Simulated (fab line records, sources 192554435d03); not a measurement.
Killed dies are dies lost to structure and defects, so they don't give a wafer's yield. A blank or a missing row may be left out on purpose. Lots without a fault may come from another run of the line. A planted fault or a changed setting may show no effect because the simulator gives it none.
fab line records | flow n5_finfet
record lots=4 wafers=12 last_day=18
route steps=1938 shown BEOL_M2@841 BEOL_M4@1111 PASSIVATION@1936
lots that met no fault: from a run of the same line without faults
start_h: hours from the record's first day to the start of the lot's first wafer shown | wait_h: hours since the lot's step before | " the same as in the row above | L1.1+2: a row that stands for several wafers | - no value, or no start given | * or withheld: withheld | < > ~ a bound
route shown NAME@n: a module of which the file shows steps, and the number in the route of the first | usual: mean/standard deviation of fault-free wafers | same: alike in all rows | chamber/n: place in a boat | sites: the reading at each site | _std_site: their standard deviation | _edge_site: outer sites' mean less inner sites' | radius_mm: how far each site lies from the wafer's centre | mask NAME#n: copy n | behind: the tool/chamber that last shaped the wafer | hold: why the lot was held/for how many hours/how that ended | device: the transistor (n, p or np) that didn't switch | end of line: the same wafers' tests at the end of the route | a step without rows: its recipe alone | killed: dies lost to structure and defects at the first sort, not the wafer's yield | map: a wafer's dies, x killed, . not, _ none there
set.NAME: the setting as run; set.NAME@STEP: as run at that earlier step | model.NAME: the simulator's own value behind a step, which no gauge read
lots at some steps of the route; a table a step, a row a wafer
services: from which hour (start_h, from the record's first day; less than 0 if before it) a tool's chamber was out of use, for how many hours, and why
## steps
# step N5_BEOL_M2_ILD_DEP_00
# recipe material=SiOC target_thk_a=790 temp_c=350 precursor=DEMS/O2 pressure_torr=5 rf_w=500 time_s=15.3
# step N5_BEOL_M2_PECVD_72
# recipe material=SiO2 target_thk_a=160 temp_c=400 precursor=TEOS/O2 pressure_torr=5.5 rf_w=450 teos_flow_sccm=53.8 gas=O2 flow_sccm=3000 time_s=18
# step N5_BEOL_M2_HM_DEP_02
# recipe material=TiN target_thk_a=200 temp_c=25 chamber_pressure_pa=0.49996
# step N5_BEOL_M2_COAT_61
# recipe resist=SOC temp_c=250 time_s=60 spin_rpm=1500 resist_thk_nm=60
# step N5_BEOL_M2_COAT_62
# recipe resist=SiARC temp_c=220 time_s=60 spin_rpm=1500 resist_thk_nm=12
# step N5_BEOL_M2_COAT_73
# recipe resist=underlayer temp_c=205 time_s=60 spin_rpm=1500 resist_thk_nm=5
# step N5_BEOL_M2_COAT_05
# recipe resist=CAR-EUV spin_rpm=1500 resist_thk_nm=30
# step N5_BEOL_M2_EBR_07
# recipe solvent=PGMEA ebr_width_mm=1.5
# step N5_BEOL_M2_SOFTBAKE_06
# recipe temp_c=110 time_s=60 resist=CAR-EUV
# step N5_BEOL_M2_EXPOSE_08
# recipe mask_id=M2 na=0.33 source_shape=dipole sigma_inner=0.369 sigma_outer=0.767 polarization=unpolarized dose_mj=41.25
# usual exposure_dose_mJ_cm2=41.49/0.2 focus_offset_nm=0.0/0.55 reticle_temp_C=23.01/0.11
# columns lot.wafer tool chamber start_h wait_h mask exposure_dose_mJ_cm2 focus_offset_nm reticle_temp_C
L612.2 euv_scanner-01 0 167.85 - M2#0 41.27 -0.1 23.09
L612.3 " 0 " " M2#0 41.22 0.3 23.10
L612.5 " 0 " " M2#0 41.25 0.7 23.24
L622.1 euv_scanner-01 0 225.59 - M2#0 45.43 -0.1 22.97
L622.5 " 0 " " M2#0 45.52 0.1 22.91
L622.6 " 0 " " M2#0 45.49 -0.1 22.98
L627.1 euv_scanner-01 0 261.94 - M2#0 44.64 0.9 22.96
L627.3 " 0 " " M2#0 44.59 -0.5 22.87
L627.6 " 0 " " M2#0 44.64 0.0 23.06
L629.1 euv_scanner-02 0 276.18 - M2#0 41.61 -0.3 22.96
L629.2 " 0 " " M2#0 41.64 0.0 23.01
L629.3 " 0 " " M2#0 41.70 -0.3 23.05
# step N5_BEOL_M2_PEB_09
# recipe peb_temp_c=100 peb_time_s=60 resist=CAR-EUV
# step N5_BEOL_M2_DEVELOP_10
# recipe develop_time_s=30 developer=TMAH resist=CAR-EUV rinse_liquid=surfactant_rinse dry=air_spin dev_temp_c=23
# step N5_BEOL_M2_CD_MEAS_11
# recipe target_cd_nm=16.79 landing_energy_ev=500 detector=se_inlens polarity=opening
# usual cd_nm=16.79/0.23
# columns lot.wafer tool chamber start_h wait_h cd_nm
L612.2 cd_sem-02 0 167.98 - 16.89
L612.3 " 0 " " 16.96
L612.5 " 0 " " 16.53
L622.1 cd_sem-03 0 225.72 - 18.66
L622.5 " 0 " " 18.77
L622.6 " 0 " " 18.71
L627.1 cd_sem-01 0 262.07 - 18.34
L627.3 " 0 " " 18.59
L627.6 " 0 " " 18.50
L629.1 cd_sem-02 0 276.32 - 16.48
L629.2 " 0 " " 16.59
L629.3 " 0 " " 16.63
# step N5_BEOL_M2_DESCUM_16
# recipe chemistry=O2 time_s=7 source_power_w=50 bias_power_w=20 pressure_mtorr=20 rf_frequency_hz=2.712e+07 temp_c=40 resist=CAR-EUV o2_flow_sccm=225
# step N5_BEOL_M2_ETCH_74
# recipe chemistry=N2/H2 target=underlayer target_depth_a=65 mask_material=CAR-EUV time_s=5.2 ion_energy_ev=200 pressure_mtorr=30 source_w=840 bias_w=150 n2_flow_sccm=200 h2_flow_sccm=200 ends=cleared
# usual drypump_motor_current_A=5.5/0.36 etch_rf_on_time_s=5.27/0.074 h2_flow_sccm=199.9/0.53 oes_product_au=0.65/0.065 rf_vpp_V=524/3.1 showerhead_plenum_p_Torr=2.54/0.098 throttle_valve_pct=17.85/0.23
# columns lot.wafer tool chamber start_h wait_h drypump_motor_current_A etch_rf_on_time_s h2_flow_sccm oes_product_au rf_hours_counter_h rf_vpp_V showerhead_plenum_p_Torr throttle_valve_pct model.BEOL_M2.cd_offset_nm
L612.2 rie_diel-04 0 168.14 0.0 5.9 5.22 199.4 0.61 192 520 2.42 18.07 0.2
L612.3 " 2 " " 4.8 5.23 199.7 0.76 37 522 2.47 17.62 -0.2
L612.5 " 0 " " 5.9 5.25 199.0 0.60 - 522 2.42 18.04 0
L622.1 rie_diel-05 1 226.57 0.0 5.5 5.33 200.4 0.61 209 521 2.42 18.07 1.8
L622.5 " 2 " " 5.9 5.24 199.6 0.59 - 528 2.63 17.91 2
L622.6 " 1 " " 5.5 5.33 199.9 0.61 - 521 2.42 18.06 1.8
L627.1 rie_diel-05 3 262.22 0.0 5.7 5.48 200.0 0.71 44 529 2.70 17.72 1.8
L627.3 " 1 " " 5.5 5.38 200.1 0.61 215 519 2.42 18.05 1.6
L627.6 " 2 " " 5.9 5.24 199.7 0.59 - 525 2.62 17.95 1.8
L629.1 rie_diel-02 3 276.48 0.0 5.4 5.26 201.3 0.71 72 522 2.56 17.65 0.2
L629.2 " 0 " " 5.7 5.35 199.5 0.59 235 520 2.42 18.18 -0.2
L629.3 " 2 " " 5.9 5.23 200.1 0.58 234 526 2.63 18.11 -0.2
# step N5_BEOL_M2_ETCH_63
# recipe chemistry=CF4 target=SiARC target_depth_a=156 mask_material=CAR-EUV time_s=26 ion_energy_ev=80 pressure_mtorr=40 source_w=545 bias_w=36 Ar_flow_sccm=100 cf4_flow_sccm=100 ends=cleared
# step N5_BEOL_M2_ETCH_64
# recipe chemistry=N2/H2 target=SOC target_depth_a=750 overetch_a=225 mask_material=SiARC temp_c=40 time_s=121.9 ion_energy_ev=200 pressure_mtorr=30 source_w=840 bias_w=150 n2_flow_sccm=200 h2_flow_sccm=200
# step N5_BEOL_M2_STRIP_65
# recipe chemistry=N2/H2 temp_c=40 n2_flow_sccm=200 h2_flow_sccm=200 rf_frequency_hz=6e+07
# step N5_BEOL_M2_STRIP_75
# recipe chemistry=N2/H2 temp_c=40 n2_flow_sccm=200 h2_flow_sccm=200 rf_frequency_hz=6e+07
# step N5_BEOL_M2_STRIP_66
# recipe chemistry=CF4 resist=SiARC power_w=300 bias_power_w=75 pressure_mtorr=50 cf4_flow_sccm=150 rf_frequency_hz=6e+07
# step N5_BEOL_M2_HM_OPEN_17
# recipe chemistry=Cl2/BCl3 target_depth_a=200 overetch_a=60 target=TiN mask_material=SOC ion_energy_ev=150 pressure_mtorr=10 icp_w=1000 bias_w=126 Cl2_flow_sccm=53.25 bcl3_flow_sccm=21.75 Ar_flow_sccm=25
# usual drypump_motor_current_A=5.8/0.38 oes_product_au=0.63/0.091 throttle_valve_pct=22.35/0.19
# columns lot.wafer tool chamber start_h wait_h drypump_motor_current_A oes_product_au rf_hours_counter_h throttle_valve_pct model.BEOL_M2.cd_offset_nm
L612.2 rie_metal-03 1 168.36 0.0 6.0 0.53 118 22.17 0.4
L612.3 " 1 " " 6.0 0.53 - 22.16 0.2
L612.5 " 1 " " 6.0 0.53 - 22.18 0.4
L622.1 rie_metal-02 0 226.78 0.0 6.1 0.77 13 22.02 1.8
L622.5 " 0 " " 6.1 0.77 - 22.04 2
L622.6 " 1 " " 5.5 0.59 - 22.49 1.4
L627.1 rie_metal-01 1 262.44 0.0 6.0 0.57 98 22.47 1.8
L627.3 " 1 " " 6.1 0.57 - 22.46 1.4
L627.6 " 1 " " 6.0 0.57 - 22.46 1.6
L629.1 rie_metal-02 0 276.69 0.0 6.1 0.73 18 22.07 0.4
L629.2 " 1 " " 5.5 0.57 95 22.52 -0.4
L629.3 " 1 " " 5.5 0.57 - 22.52 -0.4
# step N5_BEOL_M2_STRIP_19
# recipe chemistry=O2 power_w=400 temp_c=40 pressure_mtorr=30 rf_frequency_hz=6e+07 bias_power_w=0 overash_fraction=0.2 o2_flow_sccm=225
# step N5_BEOL_M2_CD_MEAS_18
# recipe pitch_nm=36 target_cd_nm=18
# usual cd_nm=17.9/0.35
# columns lot.wafer tool chamber start_h wait_h cd_nm
L612.2 cd_sem-02 - 168.54 0.1 18.4
L612.3 " - " " 18.1
L612.5 " - " " 18.8
L622.1 cd_sem-03 - 227.01 0.0 19.5
L622.5 " - " " 20.0
L622.6 " - " " 19.1
L627.1 cd_sem-03 - 262.71 0.0 19.8
L627.3 " - " " 19.5
L627.6 " - " " 19.7
L629.1 cd_sem-02 - 276.88 0.0 18.4
L629.2 " - " " 17.5
L629.3 " - " " 17.6
# step N5_BEOL_M2_COAT_67
# recipe resist=SOC temp_c=250 time_s=60 spin_rpm=1500 resist_thk_nm=60
# step N5_BEOL_M4_RC_MEAS_101
# usual DIBL_N=36.9/1.7 DIBL_P=36.7/2.1 IOFF_N=0.17/0.032 IOFF_P=0.22/0.036 ION_N=674/12 ION_P=461/7 SS_N=71.7/0.6 SS_P=73.4/0.67 VT_N=249/3.1 VT_P=-250/3.2
# columns lot.wafer tool chamber start_h wait_h DIBL_N[mV/V] DIBL_P[mV/V] IOFF_N[nA/um] IOFF_P[nA/um] ION_N[uA/um] ION_P[uA/um] SS_N[mV/dec] SS_P[mV/dec] VT_N[mV] VT_P[mV]
L612.2 prober-01 0 197.12 0.2 39.2 40.7 0.25 0.24 700 465 73.1 74.6 244 -252
L612.3 " 0 " " 36.3 36.8 0.16 0.19 663 442 71.9 73.2 252 -255
L612.5 " 0 " " 40.2 41.3 0.27 0.26 700 462 72.8 74.4 243 -250
L629.1 prober-01 0 311.87 0.0 38.3 38.6 0.16 0.23 664 460 71.9 73.7 253 -250
L629.2 " 0 " " 39.1 38.7 0.19 0.25 687 477 72.6 73.6 248 -248
L629.3 " 0 " " 38.0 37.7 0.15 0.22 659 457 71.8 73.3 252 -251
# step N5_PASSIVATION_PROBE_49
# usual defect_limited_yield=91.7/1.5 killed_at_M0_to_M3=32/9.6 killed_at_M4_up=13/5.3 killed_at_contacts=12/6.8 killed_at_front_end=36/9.8 killed_at_other=4/3.1 killed_dies=98/17 killed_on_rim=13/4 killed_open=65/13 killed_short=32/8.5 sort_bin_4_leakage=0.00/0.007 sort_bin_5_function=4.9/0.93 sort_bin_6_memory=3.2/0.67 sort_n_pass=1082/17 sort_yield_pct=91.7/1.4
# same gross_dies=1180 killed_at_back_side=0 sort_bin_8_speed[%]=0
# columns lot.wafer tool chamber start_h wait_h defect_limited_yield[%] killed_at_M0_to_M3 killed_at_M4_up killed_at_contacts killed_at_front_end killed_at_other killed_dies killed_on_rim killed_open killed_short sort_bin_4_leakage[%] sort_bin_5_function[%] sort_bin_6_memory[%] sort_n_pass sort_yield_pct[%]
L622.1 prober-01 - 362.08 0.0 0 1108 8 28 33 3 1180 152 76 21 0 5.1 3.1 0 0
L622.5 prober-01 - 362.28 0.2 0 1112 17 11 39 1 1180 152 59 29 0 4.2 3.5 0 0
L622.6 prober-01 - 362.33 0.3 0 1120 13 10 37 0 1180 152 58 31 0 5.2 2.0 0 0
L627.1 prober-01 - 398.41 0.0 0 1101 14 10 52 3 1180 152 77 27 0 37.7 3.0 0 0
L627.3 prober-01 - 398.51 0.1 0 1129 16 8 25 2 1180 152 52 22 0 35.9 2.4 0 0
L627.6 prober-01 - 398.66 0.3 0 1124 13 5 24 14 1180 152 41 31 0 35.8 2.4 0 0
# killed by level:class
L622.1 BEOL_M2:area_expose=1082 MOL_CONTACT_COAG:geometric_particle:open=24 FIN_SAQP:geometric_particle:open=10 BEOL_M3:geometric_particle:open=7 GATE_CUT:geometric_particle:open=5 BEOL_M0_SAQP:geometric_particle:short=5 BEOL_M2:geometric_particle:open=5 STI_FIN_REVEAL:geometric_particle:open=4
L622.5 BEOL_M2:area_expose=1088 MOL_CONTACT_COAG:geometric_particle:open=10 FIN_SAQP:geometric_particle:open=9 BEOL_M3:geometric_particle:open=9 BEOL_M4:geometric_particle:open=7 FIN_SAQP:geometric_particle:short=5 STI_FIN_REVEAL:geometric_particle:open=5 GATE_CUT:geometric_particle:open=5
L622.6 BEOL_M2:area_expose=1091 DUMMY_GATE:geometric_particle:open=8 MOL_CONTACT_COAG:geometric_particle:open=8 BEOL_M0_SAQP:geometric_particle:short=7 STI_FIN_REVEAL:geometric_particle:open=7 BEOL_M0_SAQP:geometric_particle:open=6 BEOL_M3:geometric_particle:open=6 GATE_CUT:geometric_particle:short=5
L627.1 BEOL_M2:area_expose=1072 STI_FIN_REVEAL:geometric_particle:open=10 MOL_CONTACT_COAG:geometric_particle:open=10 BEOL_M3:geometric_particle:open=9 FIN_SAQP:geometric_particle:open=8 FIN_SAQP:geometric_particle:short=7 DUMMY_GATE:geometric_particle:open=7 BEOL_M0_SAQP:geometric_particle:open=7
L627.3 BEOL_M2:area_expose=1106 BEOL_M4:geometric_particle:open=8 MOL_CONTACT_COAG:geometric_particle:open=6 BEOL_M1:geometric_particle:open=6 BEOL_M3:geometric_particle:open=6 BEOL_M0_SAQP:geometric_particle:open=5 FIN_SAQP:geometric_particle:open=4 FIN_SAQP:geometric_particle:short=3
L627.6 BEOL_M2:area_expose=1107 PASS1_CAP:geometric_particle:short=8 BEOL_M3:geometric_particle:open=6 FIN_SAQP:geometric_particle:open=4 BEOL_M0_SAQP:geometric_particle:open=4 MOL_CONTACT_COAG:geometric_particle:open=4 PAD_METAL:geometric_particle:short=4 STARTING-WAFER:geometric_particle:open=4
# map L622.1 (x killed, . not)
_________________xxxxxxxxxxxx________________
______________xxxxxxxxxxxxxxxxxx_____________
___________xxxxxxxxxxxxxxxxxxxxxxxx__________
__________xxxxxxxxxxxxxxxxxxxxxxxxxx_________
________xxxxxxxxxxxxxxxxxxxxxxxxxxxxxx_______
_______xxxxxxxxxxxxxxxxxxxxxxxxxxxxxxxx______
______xxxxxxxxxxxxxxxxxxxxxxxxxxxxxxxxxx_____
_____xxxxxxxxxxxxxxxxxxxxxxxxxxxxxxxxxxxx____
____xxxxxxxxxxxxxxxxxxxxxxxxxxxxxxxxxxxxxx___
___xxxxxxxxxxxxxxxxxxxxxxxxxxxxxxxxxxxxxxxx__
___xxxxxxxxxxxxxxxxxxxxxxxxxxxxxxxxxxxxxxxx__
__xxxxxxxxxxxxxxxxxxxxxxxxxxxxxxxxxxxxxxxxxx_
__xxxxxxxxxxxxxxxxxxxxxxxxxxxxxxxxxxxxxxxxxx_
_xxxxxxxxxxxxxxxxxxxxxxxxxxxxxxxxxxxxxxxxxxxx
_xxxxxxxxxxxxxxxxxxxxxxxxxxxxxxxxxxxxxxxxxxxx
_xxxxxxxxxxxxxxxxxxxxxxxxxxxxxxxxxxxxxxxxxxxx
_xxxxxxxxxxxxxxxxxxxxxxxxxxxxxxxxxxxxxxxxxxxx
_xxxxxxxxxxxxxxxxxxxxxxxxxxxxxxxxxxxxxxxxxxxx
_xxxxxxxxxxxxxxxxxxxxxxxxxxxxxxxxxxxxxxxxxxxx
_xxxxxxxxxxxxxxxxxxxxxxxxxxxxxxxxxxxxxxxxxxxx
_xxxxxxxxxxxxxxxxxxxxxxxxxxxxxxxxxxxxxxxxxxxx
__xxxxxxxxxxxxxxxxxxxxxxxxxxxxxxxxxxxxxxxxxx_
__xxxxxxxxxxxxxxxxxxxxxxxxxxxxxxxxxxxxxxxxxx_
___xxxxxxxxxxxxxxxxxxxxxxxxxxxxxxxxxxxxxxxx__
___xxxxxxxxxxxxxxxxxxxxxxxxxxxxxxxxxxxxxxxx__
____xxxxxxxxxxxxxxxxxxxxxxxxxxxxxxxxxxxxxx___
_____xxxxxxxxxxxxxxxxxxxxxxxxxxxxxxxxxxxx____
______xxxxxxxxxxxxxxxxxxxxxxxxxxxxxxxxxx_____
_______xxxxxxxxxxxxxxxxxxxxxxxxxxxxxxxx______
________xxxxxxxxxxxxxxxxxxxxxxxxxxxxxx_______
__________xxxxxxxxxxxxxxxxxxxxxxxxxx_________
___________xxxxxxxxxxxxxxxxxxxxxxxx__________
______________xxxxxxxxxxxxxxxxxx_____________
_________________xxxxxxxxxxxx________________
# map L627.1 (x killed, . not)
_________________xxxxxxxxxxxx________________
______________xxxxxxxxxxxxxxxxxx_____________
___________xxxxxxxxxxxxxxxxxxxxxxxx__________
__________xxxxxxxxxxxxxxxxxxxxxxxxxx_________
________xxxxxxxxxxxxxxxxxxxxxxxxxxxxxx_______
_______xxxxxxxxxxxxxxxxxxxxxxxxxxxxxxxx______
______xxxxxxxxxxxxxxxxxxxxxxxxxxxxxxxxxx_____
_____xxxxxxxxxxxxxxxxxxxxxxxxxxxxxxxxxxxx____
____xxxxxxxxxxxxxxxxxxxxxxxxxxxxxxxxxxxxxx___
___xxxxxxxxxxxxxxxxxxxxxxxxxxxxxxxxxxxxxxxx__
___xxxxxxxxxxxxxxxxxxxxxxxxxxxxxxxxxxxxxxxx__
__xxxxxxxxxxxxxxxxxxxxxxxxxxxxxxxxxxxxxxxxxx_
__xxxxxxxxxxxxxxxxxxxxxxxxxxxxxxxxxxxxxxxxxx_
_xxxxxxxxxxxxxxxxxxxxxxxxxxxxxxxxxxxxxxxxxxxx
_xxxxxxxxxxxxxxxxxxxxxxxxxxxxxxxxxxxxxxxxxxxx
_xxxxxxxxxxxxxxxxxxxxxxxxxxxxxxxxxxxxxxxxxxxx
_xxxxxxxxxxxxxxxxxxxxxxxxxxxxxxxxxxxxxxxxxxxx
_xxxxxxxxxxxxxxxxxxxxxxxxxxxxxxxxxxxxxxxxxxxx
_xxxxxxxxxxxxxxxxxxxxxxxxxxxxxxxxxxxxxxxxxxxx
_xxxxxxxxxxxxxxxxxxxxxxxxxxxxxxxxxxxxxxxxxxxx
_xxxxxxxxxxxxxxxxxxxxxxxxxxxxxxxxxxxxxxxxxxxx
__xxxxxxxxxxxxxxxxxxxxxxxxxxxxxxxxxxxxxxxxxx_
__xxxxxxxxxxxxxxxxxxxxxxxxxxxxxxxxxxxxxxxxxx_
___xxxxxxxxxxxxxxxxxxxxxxxxxxxxxxxxxxxxxxxx__
___xxxxxxxxxxxxxxxxxxxxxxxxxxxxxxxxxxxxxxxx__
____xxxxxxxxxxxxxxxxxxxxxxxxxxxxxxxxxxxxxx___
_____xxxxxxxxxxxxxxxxxxxxxxxxxxxxxxxxxxxx____
______xxxxxxxxxxxxxxxxxxxxxxxxxxxxxxxxxx_____
_______xxxxxxxxxxxxxxxxxxxxxxxxxxxxxxxx______
________xxxxxxxxxxxxxxxxxxxxxxxxxxxxxx_______
__________xxxxxxxxxxxxxxxxxxxxxxxxxx_________
___________xxxxxxxxxxxxxxxxxxxxxxxx__________
______________xxxxxxxxxxxxxxxxxx_____________
_________________xxxxxxxxxxxx________________
## services
# columns tool chamber start_h hours kind
rie_diel-04 3 144.48 1.3 repair
euv_scanner-01 - 145.52 1.0 pm
euv_scanner-02 - 154.26 1.0 pm
rie_diel-04 1 165.57 6.6 repair
rie_metal-01 0 167.21 9.9 repair
euv_scanner-02 0 169.02 - calibration
rie_diel-02 1 169.13 2.1 repair
euv_scanner-02 - 195.97 4.6 repair
euv_scanner-01 - 201.67 1.0 pm
euv_scanner-02 - 210.41 1.0 pm
rie_diel-04 - 212.45 14.6 pm
rie_diel-05 0 213.96 11.5 repair
rie_diel-05 - 227.23 15.6 pm
euv_scanner-02 - 240.17 4.6 pm
rie_metal-03 1 243.22 - clean
rie_metal-03 1 243.22 25.3 scheduled_down
rie_metal-03 1 243.22 25.3 vent_cycle
rie_metal-03 - 245.41 2.8 pm
rie_metal-01 0 247.21 - clean
rie_metal-01 0 247.21 23.1 scheduled_down
rie_diel-05 1 253.43 2.5 repair
euv_scanner-01 - 257.82 1.0 pm
euv_scanner-02 - 266.60 1.0 pm
rie_diel-02 - 273.16 0.6 repair
## key
first_sign step=N5_BEOL_M2_EXPOSE_08 reading=exposure_dose_mJ_cm2 direction=up sigmas=18 usual=41.49 struck=45.05
effect step=N5_BEOL_M2_CD_MEAS_11 reading=cd_nm direction=up sigmas=8 usual=16.79 struck=18.59 through=control_loop
effect step=N5_BEOL_M2_CD_MEAS_18 reading=cd_nm direction=up sigmas=4.8 usual=17.9 struck=19.6 through=control_loop
effect step=N5_PASSIVATION_PROBE_49 reading=killed_at_M0_to_M3 direction=up sigmas=99+ usual=32 struck=1116
model_effect step=N5_BEOL_M2_ETCH_74 value=BEOL_M2.cd_offset_nm without=0.1333 struck=1.8
model_effect step=N5_BEOL_M2_HM_OPEN_17 value=BEOL_M2.cd_offset_nm without=0 struck=1.667
more_kills_born_at N5_BEOL_M2_EXPOSE_08@euv_scanner-01=6546
met_at N5_BEOL_M2_EXPOSE_08
struck_wafers L622.1,L622.5,L622.6,L627.1,L627.3,L627.6
later_rows_left_out L622.1,L622.5,L622.6,L627.1,L627.3,L627.6
loop_trim step=N5_BEOL_M2_EXPOSE_08 setting=dose lots=L627
onset_between 167.85 225.59
fault kind=process_parameter_drift tool=euv_scanner-01 chamber=- onset_h=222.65 steps=N5_BEOL_M2_EXPOSE_08 channel=dose_mj offset=4.2182 shape=step acts_in=these_recipes_only stated=41.25
# later_rows_left_out: the simulator's readings of these wafers behind a module that went badly wrong aren't trusted and aren't shown, but for the sort
# loop_trim: a control loop set the setting to another value than it would have without faults
